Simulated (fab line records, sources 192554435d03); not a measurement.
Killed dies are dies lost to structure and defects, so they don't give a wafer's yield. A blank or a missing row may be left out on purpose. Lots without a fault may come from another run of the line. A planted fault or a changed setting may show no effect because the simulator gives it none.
Chamber matching | flow n5_finfet | N5_PMOS_HMC_CHANNEL_EPI_DESCUM_14 on rie_diel-03: 4 sister chambers
The step chemistry O2, time 7.9 s. 4 wafers are shown with their chamber, then 7 later ones without.

WAFERS WITH THEIR CHAMBER
wafer  | chamber | throttle_valve_pct (%)
L079.4 | 0       | 20.83
L082.6 | 1       | 20.40
L086.3 | 2       | 20.33
L086.4 | 3       | 20.38

WAFERS WITHOUT THEIR CHAMBER
wafer  | throttle_valve_pct (%)
L086.5 | 20.33
L095.1 | 20.87
L095.4 | 20.42
L095.5 | 20.90
L097.4 | 20.87
L097.5 | 20.44
L097.6 | 20.42

WHICH CHAMBER EACH WENT THROUGH
wafer  | from the rows above          | in truth
L086.5 | can't be placed: 2 or 3 or 1 | 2
L095.1 | 0                            | 0
L095.4 | can't be placed: 1 or 3 or 2 | 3
L095.5 | 0                            | 0
L097.4 | 0                            | 0
L097.5 | can't be placed: 1 or 3 or 2 | 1
L097.6 | can't be placed: 1 or 3 or 2 | 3
Placed correctly: 3 of 7. Can't be placed from these rows: 4 (the true chamber is among the candidates in 4). Placed wrongly: 0.
How it was worked out, from the rows above alone: a wafer's distance from a chamber is the root of the sum, over the readings, of the square of ((its reading less the chamber's mean) divided by the reading's scatter). The wafer belongs to the nearest chamber; if the next one is less than 2 further off, it can't be placed. A chamber's mean is the mean of its shown wafers. The scatter: with one shown wafer a chamber, the root of the mean of the squares of how far each hidden wafer lies from its nearest shown one.
